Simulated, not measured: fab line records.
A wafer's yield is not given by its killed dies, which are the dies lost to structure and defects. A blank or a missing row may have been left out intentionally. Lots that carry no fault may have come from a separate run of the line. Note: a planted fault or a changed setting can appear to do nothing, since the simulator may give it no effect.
Which tool is to blame? + flow n5 finfet + 10 lots, 30 wafers sampled, at 6 steps of a route of 1938

WHAT THE GAUGES SHOWED, per wafer
N5_SD_ACTIVATION_RS_MEAS_03: uses a four-point probe to measure. Usual: RS_SD_N 21.85 ohm/sq, standard deviation 0.28; RS_SD_P 56.2 ohm/sq, standard deviation 0.86.
| lot  | measured    | on            | RS_SD_N (ohm/sq)  | RS_SD_P (ohm/sq) | flag |
|------|-------------|---------------|-------------------|------------------|------|
| L563 | day 3 09:24 | film metro-01 | 21.98 21.52 21.84 | 56.3 56.1 55.7   |      |
| L564 | day 3 18:49 | film metro-01 | 21.49 21.53 21.38 | 56.5 57.6 56.6   |      |
| L565 | day 4 01:57 | film metro-01 | 21.95 21.61 21.83 | 55.8 55.6 55.1   |      |
| L573 | day 6 05:38 | film metro-01 | 21.51 21.34 21.76 | 73.7 73.0 72.8   | OFF  |
| L575 | day 6 13:19 | film metro-02 | 22.00 22.29 21.98 | 76.5 75.6 76.4   | OFF  |
| L576 | day 6 19:01 | film metro-01 | 21.99 22.14 21.97 | 56.9 57.9 58.0   |      |
| L577 | day 7 03:34 | film metro-01 | 21.78 21.63 21.98 | 56.4 56.5 56.0   |      |
| L580 | day 7 16:53 | film metro-01 | 21.87 21.52 21.74 | 56.2 55.4 56.1   |      |
| L582 | day 8 06:17 | film metro-01 | 21.75 22.28 21.76 | 56.8 57.7 57.6   |      |
| L585 | day 8 23:10 | film metro-01 | 21.36 21.72 21.64 | 55.9 56.1 55.6   |      |

N5_ILD0_THK_MEAS_08. Usual: thk nm 138.9 nm, standard deviation 1.3.
| lot  | measured    | on            | thk nm (nm)       | flag |
|------|-------------|---------------|-------------------|------|
| L563 | day 3 12:42 | film metro-01 | 136.2 139.1 138.0 |      |
| L564 | day 3 22:16 | film metro-01 | 139.7 140.4 138.6 |      |
| L565 | day 4 05:17 | film metro-01 | 137.4 139.8 138.0 |      |
| L573 | day 6 09:06 | film metro-01 | 139.9 138.9 138.2 |      |
| L575 | day 6 16:48 | film metro-01 | 138.7 138.6 140.7 |      |
| L576 | day 6 22:22 | film metro-02 | 141.0 140.6 141.6 |      |
| L577 | day 7 06:55 | film metro-01 | 137.5 138.4 138.3 |      |
| L580 | day 7 20:14 | film metro-01 | 139.6 138.7 137.9 |      |
| L582 | day 8 09:57 | film metro-02 | 137.9 139.2 139.4 |      |
| L585 | day 9 02:30 | film metro-01 | 139.0 138.6 137.7 |      |

N5_BEOL_M4_RC_MEAS_101. Usual: DIBL_N 36.0 mV/V, standard deviation 2.5; DIBL_P 36.2 mV/V, standard deviation 3; IOFF_N 0.16 nA/um, standard deviation 0.044; IOFF_P 0.21 nA/um, standard deviation 0.049; ION_N 671 uA/um, standard deviation 15; ION_P 461 uA/um, standard deviation 8.7; RC_DENSE_P 23.6 ohm.um, standard deviation 0.88; RC_P 19.2 ohm.um, standard deviation 0.69; REXT_P 100.4 ohm.um, standard deviation 2.3; RS_SD_P 65.9 ohm/sq, standard deviation 1; SS_N 71.5 mV/dec, standard deviation 0.72; SS_P 73.4 mV/dec, standard deviation 0.9; VT_N 251 mV, standard deviation 4.4; VT_P -250 mV, standard deviation 4.
| lot  | measured     | on        | DIBL_N (mV/V)  | DIBL_P (mV/V)  | IOFF_N (nA/um) | IOFF_P (nA/um) | ION_N (uA/um) | ION_P (uA/um) | RC_DENSE_P (ohm.um) | RC_P (ohm.um)  | REXT_P (ohm.um)   | RS_SD_P (ohm/sq) | SS_N (mV/dec)  | SS_P (mV/dec)  | VT_N (mV)   | VT_P (mV)      | flag |
|------|--------------|-----------|----------------|----------------|----------------|----------------|---------------|---------------|---------------------|----------------|-------------------|------------------|----------------|----------------|-------------|----------------|------|
| L563 | day 8 12:22  | prober-01 | 34.7 36.7 33.9 | 33.8 36.3 32.7 | 0.13 0.16 0.12 | 0.20 0.24 0.19 | 653 672 667   | 456 469 468   | 23.6 21.8 23.2      | 19.2 17.8 18.9 | 99.4 96.7 98.3    | 66.2 66.8 65.6   | 71.5 71.4 71.0 | 72.0 73.8 72.1 | 255 249 252 | -250 -243 -246 |      |
| L564 | day 8 21:15  | prober-02 | 34.6 33.6 33.5 | 36.4 35.3 35.5 | 0.13 0.13 0.13 | 0.19 0.17 0.18 | 652 660 652   | 449 452 447   | 24.2 22.6 23.6      | 19.5 18.6 19.2 | 100.0 99.1 99.3   | 66.3 68.2 67.3   | 71.9 71.7 72.0 | 73.2 73.2 73.0 | 254 253 254 | -252 -253 -255 |      |
| L565 | day 8 21:51  | prober-01 | 39.1 36.2 35.8 | 39.3 36.5 34.4 | 0.23 0.17 0.16 | 0.27 0.23 0.20 | 683 688 659   | 463 468 451   | 22.5 21.9 23.1      | 18.5 17.9 18.6 | 101.7 100.1 102.3 | 64.9 65.3 65.5   | 73.2 71.3 71.9 | 74.2 73.4 73.2 | 247 248 249 | -246 -248 -248 |      |
| L573 | day 11 04:19 | prober-02 | 35.8 38.2 35.3 | 32.4 34.9 31.2 | 0.13 0.17 0.13 | 0.15 0.17 0.14 | 662 672 662   | 439 442 443   | 32.0 28.7 30.5      | 25.8 23.9 24.8 | 119.6 117.2 117.4 | 83.9 82.3 83.4   | 71.5 72.1 71.2 | 72.6 73.0 72.2 | 253 249 252 | -257 -251 -256 | OFF  |
| L575 | day 11 20:52 | prober-02 | 40.2 38.9 38.6 | 36.8 35.3 34.0 | 0.21 0.18 0.17 | 0.22 0.18 0.17 | 695 676 668   | 454 449 435   | 27.7 28.2 28.4      | 22.5 22.9 23.5 | 128.5 128.8 130.2 | 87.6 86.7 86.9   | 72.0 72.1 71.9 | 73.7 73.1 73.2 | 243 247 250 | -249 -252 -254 | OFF  |
| L576 | day 11 18:24 | prober-01 | 36.0 36.6 35.9 | 36.7 38.2 35.8 | 0.15 0.17 0.15 | 0.22 0.24 0.19 | 671 686 658   | 461 471 450   | 23.6 24.4 25.7      | 19.1 19.8 20.8 | 97.1 97.9 102.8   | 67.5 68.4 68.2   | 71.7 71.6 72.3 | 73.2 74.0 73.3 | 252 250 254 | -247 -244 -253 |      |
| L577 | day 12 12:41 | prober-01 | 34.6 38.4 39.2 | 35.0 39.2 41.3 | 0.12 0.19 0.21 | 0.17 0.25 0.28 | 659 686 685   | 452 464 466   | 22.9 23.6 22.6      | 18.7 19.4 18.6 | 99.4 100.1 99.6   | 65.0 66.0 64.7   | 70.8 71.7 72.1 | 72.6 74.5 73.9 | 257 248 247 | -250 -249 -249 |      |
| L580 | day 13 13:41 | prober-02 | 36.5 40.5 36.9 | 36.2 40.6 37.0 | 0.14 0.22 0.14 | 0.20 0.27 0.22 | 670 674 665   | 456 460 464   | 25.2 24.4 23.5      | 20.3 19.7 19.1 | 101.8 101.4 97.6  | 66.1 65.0 65.6   | 71.0 72.4 71.9 | 73.2 74.5 74.0 | 250 246 253 | -254 -248 -250 |      |
| L582 | day 12 22:44 | prober-01 | 33.0 32.5 35.2 | 31.1 31.6 35.9 | 0.10 0.10 0.14 | 0.15 0.15 0.21 | 653 643 668   | 454 447 456   | 23.6 23.6 23.7      | 19.3 19.3 19.4 | 101.4 100.5 100.6 | 65.9 67.5 67.9   | 71.0 70.5 71.3 | 71.9 72.3 73.8 | 258 259 250 | -255 -253 -251 |      |
| L585 | day 13 20:39 | prober-01 | 40.1 36.2 37.9 | 40.6 35.1 37.6 | 0.25 0.13 0.19 | 0.31 0.19 0.25 | 689 651 675   | 470 453 463   | 22.9 24.1 24.1      | 18.9 19.6 19.4 | 98.2 100.0 99.9   | 65.1 65.4 65.4   | 73.0 71.1 71.8 | 74.3 73.0 73.6 | 245 255 246 | -242 -252 -246 |      |

WHAT TOOL EACH LOT RAN ON (gives the tool, then ch and the chambers of the sampled wafers, and finally the start)
| lot  | N5_SD_EPI_P_EPI_21             | N5_SD_ACTIVATION_LSA_01           | N5_ILD0_LINER_00                 |
|------|--------------------------------|-----------------------------------|----------------------------------|
| L563 | epi rpcvd-02 ch 0, day 3 06:48 | laser anneal-02 ch 0, day 3 09:13 | ald sin-04 ch 1,2, day 3 09:43   |
| L564 | epi rpcvd-04 ch 0, day 3 15:14 | laser anneal-02 ch 0, day 3 18:35 | ald sin-04 ch 0,2,3, day 3 19:17 |
| L565 | epi rpcvd-03 ch 0, day 3 23:09 | laser anneal-01 ch 0, day 4 01:45 | ald sin-04 ch 0,3, day 4 02:19   |
| L573 | epi rpcvd-04 ch 0, day 6 01:58 | laser anneal-01 ch 0, day 6 05:25 | ald sin-02 ch 0,1, day 6 06:07   |
| L575 | epi rpcvd-04 ch 0, day 6 10:52 | laser anneal-01 ch 0, day 6 13:08 | ald sin-01 ch 0,2,3, day 6 13:49 |
| L576 | epi rpcvd-03 ch 0, day 6 15:29 | laser anneal-02 ch 0, day 6 18:49 | ald sin-04 ch 0,2,3, day 6 19:23 |
| L577 | epi rpcvd-03 ch 0, day 7 00:40 | laser anneal-01 ch 0, day 7 03:22 | ald sin-04 ch 1,3, day 7 03:56   |
| L580 | epi rpcvd-03 ch 0, day 7 14:05 | laser anneal-02 ch 0, day 7 16:41 | ald sin-04 ch 0,2,3, day 7 17:15 |
| L582 | epi rpcvd-03 ch 0, day 8 03:13 | laser anneal-02 ch 0, day 8 06:05 | ald sin-01 ch 0,2,3, day 8 06:58 |
| L585 | epi rpcvd-02 ch 0, day 8 21:02 | laser anneal-01 ch 0, day 8 22:59 | ald sin-01 ch 0,2,3, day 8 23:31 |
- N5_SD_EPI_P_EPI_21: deposits SiGe:B, time 355 s.
- N5_SD_ACTIVATION_LSA_01: time 0.0008 s.
- N5_ILD0_LINER_00: material SiNx, target thk 4 nm, pulse time 1 s, purge time 2 s.

WHAT THE TOOLS THEMSELVES READ (means of the sampled wafers that have a number; where no wafer has one, the mark that the record gives instead)
N5_SD_ACTIVATION_LSA_01. Usual: wafer_temp_C_max 1086.6, standard deviation 2.
| lot  | tool            | wafer_temp_C_max | flag |
|------|-----------------|------------------|------|
| L563 | laser anneal-02 | 1085.0           |      |
| L564 | laser anneal-02 | 1085.4           |      |
| L565 | laser anneal-01 | 1086.9           |      |
| L573 | laser anneal-01 | 1087.8           |      |
| L575 | laser anneal-01 | 1090.0           |      |
| L576 | laser anneal-02 | 1085.6           |      |
| L577 | laser anneal-01 | 1090.3           |      |
| L580 | laser anneal-02 | 1085.4           |      |
| L582 | laser anneal-02 | 1085.4           |      |
| L585 | laser anneal-01 | 1087.1           |      |

N5_ILD0_LINER_00. Usual: heater power w 843 W, standard deviation 71; precursor pulse height rel 1.000, standard deviation 0.019.
| lot  | tool       | heater power w (W) | precursor pulse height rel | flag |
|------|------------|--------------------|----------------------------|------|
| L563 | ald sin-04 | 909                | 0.996                      |      |
| L564 | ald sin-04 | 807                | 1.013                      |      |
| L565 | ald sin-04 | 749                | 1.001                      |      |
| L573 | ald sin-02 | 746                | 1.023                      |      |
| L575 | ald sin-01 | 853                | 0.986                      |      |
| L576 | ald sin-04 | 825                | 1.006                      |      |
| L577 | ald sin-04 | 829                | 0.977                      |      |
| L580 | ald sin-04 | 819                | 0.997                      |      |
| L582 | ald sin-01 | 861                | 1.011                      |      |
| L585 | ald sin-01 | 839                | 0.999                      |      |

THE ANSWER, worked out from the rows above alone
Rule: a lot counts as off when the mean over its wafers that have a number is more than 3 standard deviations away from the usual mean. Also off: a lot with no number at a reading for which 4 or more lots have one. Where the step has rows for the other lots, those lots are counted as sound. The gauges are gone through in route order, then the tools' own readings, and for those a lot's mean is taken as printed above. The first step at which some lot is off is used, and at that step the reading that is off furthest; a lot without a number counts as furthest.
Off: L573, L575, at N5_SD_ACTIVATION_RS_MEAS_03 (RS_SD_P).
If a tool, at a process step before that reading, ran all the lots that are off and no sound lot after the first of them, it fits. Not tried: the gauges at N5_SD_ACTIVATION_RS_MEAS_03; whatever is off there is also off at N5_BEOL_M4_RC_MEAS_101, on other tools, and gauge error can't account for it. One fits: N5_SD_EPI_P_EPI_21 on epi rpcvd-04. Its last sound lot is L564 (day 3 15:14), its first lot that is off L573 (day 6 01:58): a fault that began between those two fits.

WHAT THE SIMULATOR PUT IN
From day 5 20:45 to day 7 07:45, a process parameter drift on epi rpcvd-04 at N5_SD_EPI_P_EPI_21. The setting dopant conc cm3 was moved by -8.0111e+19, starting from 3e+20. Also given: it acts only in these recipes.
Struck lots among those shown: L573, L575. The rule given above showed the same thing.
